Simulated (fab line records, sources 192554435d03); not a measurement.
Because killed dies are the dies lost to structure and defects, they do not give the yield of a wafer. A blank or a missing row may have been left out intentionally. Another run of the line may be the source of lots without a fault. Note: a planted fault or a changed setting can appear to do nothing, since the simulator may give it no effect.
Code-filled problem report in 8D (eight disciplines) form -- flow n5Finfet -- the parts of the form that need people (team, actions taken, sign-off) are left out

1. PROBLEM STATEMENT
At N5_BEOL_M2_CO_CAP_55, runLengthS averages 163.9 s over 3 wafers from 2 lots, while fault-free wafers read 124.9 s, standard deviation 0.72. That is +54 standard deviations from the usual mean.
The step: material Co, precursor CCTBA/H2, target thk 2 nm, time 102.1 s.
First observed at day 8 01:14: wafer L133.3, on cvdCo-01. The record has a number at this step for 17 wafers belonging to 6 lots. The rule behind "out" and "out of limits": a value lying over 4 standard deviations away from the usual mean. All remaining wafers that have a number are taken as sound.

2. WHAT IT IS; WHAT IT IS NOT
question,is,is not
which readings at this step,runLengthS,heaterPowerW
which lots,"L133, L135","L142, L146, L148, L150"
which wafers of those lots,"L133.3, L135.2, L135.3","L133.5, L133.6"
read on which tools,cvdCo-01,cvdCo-02
when,from day 8 01:14,"up to then (2 sound wafers); but 12 sound wafers of L142, L146, L148, L150 came after"

3. THE SUSPECTS, EACH WITH WHAT RULES IT OUT
Counting: if a tool at a process step up to the reading ran every lot that is out, it stays a suspect. Sound lots after the first of them don't rule it out here, since some wafers of a struck lot are sound.
- pvdSputter-02 at N5_BEOL_M2_SPUTTER_92 (material Cu, target thk 4.5 nm, time 8.29 s): kept. It ran every lot that is out, first L133 (day 7 23:55).
- pvdSputter-02 at N5_BEOL_M2_ANNEAL_93 (time 240 s): kept. It ran every lot that is out, first L133 (day 8 00:00).
- pvdSputter-02 at N5_BEOL_M2_SPUTTER_94 (material Cu, target thk 4.5 nm, time 8.29 s): kept. It ran every lot that is out, first L133 (day 8 00:08).
- cvdCo-01 at N5_BEOL_M2_PRE_CLEAN_60 (time 15 s): kept. It ran every lot that is out, first L133 (day 8 01:11).
- cvdCo-01 at N5_BEOL_M2_CO_CAP_55 (material Co, precursor CCTBA/H2, target thk 2 nm, time 102.1 s): kept. It ran every lot that is out, first L133 (day 8 01:14). Out on those wafers are its own readings of runLengthS.
Left after counting: pvdSputter-02 at N5_BEOL_M2_SPUTTER_92, pvdSputter-02 at N5_BEOL_M2_ANNEAL_93, pvdSputter-02 at N5_BEOL_M2_SPUTTER_94, cvdCo-01 at N5_BEOL_M2_PRE_CLEAN_60, cvdCo-01 at N5_BEOL_M2_CO_CAP_55.

4. THE CAUSE (what the simulator had put in)
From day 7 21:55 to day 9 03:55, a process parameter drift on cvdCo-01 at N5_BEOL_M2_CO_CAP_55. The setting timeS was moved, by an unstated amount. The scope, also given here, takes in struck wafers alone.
Counting leaves 5 suspects; this tool is one of them.

5. THE EFFECT CHAIN, in route order
Rows list readings where the struck wafers' mean (over those with a number) sits beyond 3 standard deviations from the usual. Scope: only readings with a usual standard deviation given in the record; hours: median across lots of the time from each lot's start at the first step in this table that gives one to its start at this step; sigmas: change in usual standard deviations.
hours,step,reading,usual,on struck wafers,change,sigmas
0,N5_BEOL_M2_CO_CAP_55,runLengthS,124.9 s,163.9,+39.0,+54
Here are the process steps it includes:
- N5_BEOL_M2_CO_CAP_55: material Co, precursor CCTBA/H2, target thk 2 nm, time 102.1 s.
Later steps that measure or inspect, where all struck wafers having a row at the step show a number for every such reading and not one has moved that far: N5_BEOL_M4_RC_MEAS_101.

6. HOW IT WOULD HAVE BEEN CAUGHT EARLIER
3 hours passed between the start of the fault at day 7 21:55 and the first reading out of limits in this record, taken at day 8 01:14.
